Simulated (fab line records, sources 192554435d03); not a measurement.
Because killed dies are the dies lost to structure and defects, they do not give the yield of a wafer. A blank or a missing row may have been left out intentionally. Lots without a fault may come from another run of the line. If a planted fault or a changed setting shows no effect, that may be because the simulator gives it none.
Comparing a struck lot with a sound one + flow n5 finfet + 15 steps out of a route of 1938
Sound: these wafers, L437.1, L437.3, L437.6. Struck: wafers L425.1, L425.2, L425.5. The cause is given at the end.
Order at every step that has rows: each side's tool, ch and its chambers, its first start. Under that, the readings that differ: sound wafers + struck wafers + difference of the means + sigmas: that difference in standard deviations of wafers without a fault.
alike: same words and numbers on both sides, and readings whose means sit less than 2 such deviations apart. not compared: any withheld reading, any reading some wafer has no value for, any bound like >300 that may hide the same value, and any number with overlapping values for which the record gives no deviation.
Wherever a step has rows on one side only, a row that says differs or no value, or a row with sigmas, the two part there. Numbers that have no deviation but don't overlap get no sigmas and don't part them. A reading missing from all wafers of one side parts the sides only when that side holds two or more wafers.

first, 3 steps without rows for these wafers: N5_SDB_PRECLEAN_38 (cleans in dHF, time 10 s); N5_SDB_PRECLEAN_39 (cleans in O3/DIW, time 45 s); N5_SDB_SRD_28 (time 30 s).
N5_SDB_ALD_29: deposits SiNx, target thk 30 nm, pulse time 1 s, ald cycles 600.
  sound on ald sin-03 ch 1,2, day 8 22:15; struck on ald sin-03 ch 2,3, day 5 22:56
  alike: heater power w, precursor pulse height rel
N5_SDB_CMP_30: polishes, stops on poly-Si, t overpolish 1.54 s, target thk 30 nm.
  sound on cmp-04 ch 2,3, day 9 00:59; struck on cmp-03 ch 0,1,3, day 6 01:42
  alike: motor current A, overpolish run s, slurry filter dp kPa, time to endpoint s
N5_SDB_THK_MEAS_31:
  struck on film metro-02, day 6 01:58; sound on film metro-01, day 9 01:17
  alike: SDB_THK
N5_SDB_INSPECT_36: inspects for defects (darkfield).
  struck on defect inspect-01, day 6 01:59; sound on defect inspect-02, day 9 01:19
| reading          | sound    | struck   | difference | sigmas |
|------------------|----------|----------|------------|--------|
| raw defect count | 29 43 26 | 93 89 54 | +46        | +3     |
N5_DUMMY_REMOVAL_HM_STRIP_01: strips SiNx in CH3F/O2, stops on poly-Si, target depth 4 nm, time 6.8 s.
  sound on rie diel-01 ch 0,2,3, day 9 01:20; struck on rie diel-03 ch 0,2, day 6 02:04
  alike: drypump motor current A, oes product au, rf vpp V, showerhead plenum p Torr, throttle valve pct
  not compared: rf hours counter h
N5_DUMMY_REMOVAL_STRIP_10: strips in N2/H2, time 40 s.
  sound on rie diel-01 ch 0,2,3, day 9 01:23; struck on rie diel-03 ch 0,2, day 6 02:05
  alike: bias power w, drypump motor current A, n2 flow sccm, oes product au, rf vpp V, showerhead plenum p Torr, throttle valve pct
  not compared: rf hours counter h
then, 2 steps without rows for these wafers: N5_DUMMY_REMOVAL_PRECLEAN_07 (cleans in dHF, time 30 s); N5_DUMMY_REMOVAL_DUMMY_REMOVE_02 (chemistry TMAH, target poly-Si, stops on SiO2, target depth 142 nm, time 57 s, rinse time 30 s).
N5_DUMMY_REMOVAL_INSPECT_06: inspects for defects (brightfield).
  struck on defect inspect-01, day 6 02:16; sound on defect inspect-01, day 9 01:32
| reading          | sound | struck   | difference | sigmas |
|------------------|-------|----------|------------|--------|
| raw defect count | 4 6 8 | 22 12 17 | +11        | +2     |
N5_DUMMY_REMOVAL_PRECLEAN_08: cleans in NF3:NH3, afs cycles 2, time 20 s, sublimation time 60 s.
  sound on remote plasma-01 ch 0, day 9 01:35; struck on remote plasma-02 ch 0, day 6 02:17
| reading    | sound             | struck            | difference | sigmas |
|------------|-------------------|-------------------|------------|--------|
| temp c (C) | 29.95 29.82 29.95 | 32.13 32.36 32.31 | +2.36      | +21    |
  alike: sublimation temp c
then, 1 step without rows for these wafers: N5_DUMMY_REMOVAL_PRECLEAN_04 (cleans in DHF, time 37 s).
-- a jump in the record: the struck wafers' starts before and after are 4 days apart (it breaks off in module DUMMY_REMOVAL and resumes in module BEOL_M4, where the first step shown is number 1111 of the route) --
N5_BEOL_M4_RC_MEAS_101:
  sound on prober-01 ch 0, day 13 07:59; struck on prober-01 ch 0, day 10 00:03
  alike: DIBL_N, DIBL_P, IOFF_N, IOFF_P, ION_N, ION_P, SS_N, SS_P, VT_N, VT_P

WHERE THEY PART
At N5_SDB_INSPECT_36 first; at N5_DUMMY_REMOVAL_PRECLEAN_08 last (within this record only). Later steps at which nothing parts them and some readings are alike: N5_BEOL_M4_RC_MEAS_101.

WHY: the cause the simulator had injected
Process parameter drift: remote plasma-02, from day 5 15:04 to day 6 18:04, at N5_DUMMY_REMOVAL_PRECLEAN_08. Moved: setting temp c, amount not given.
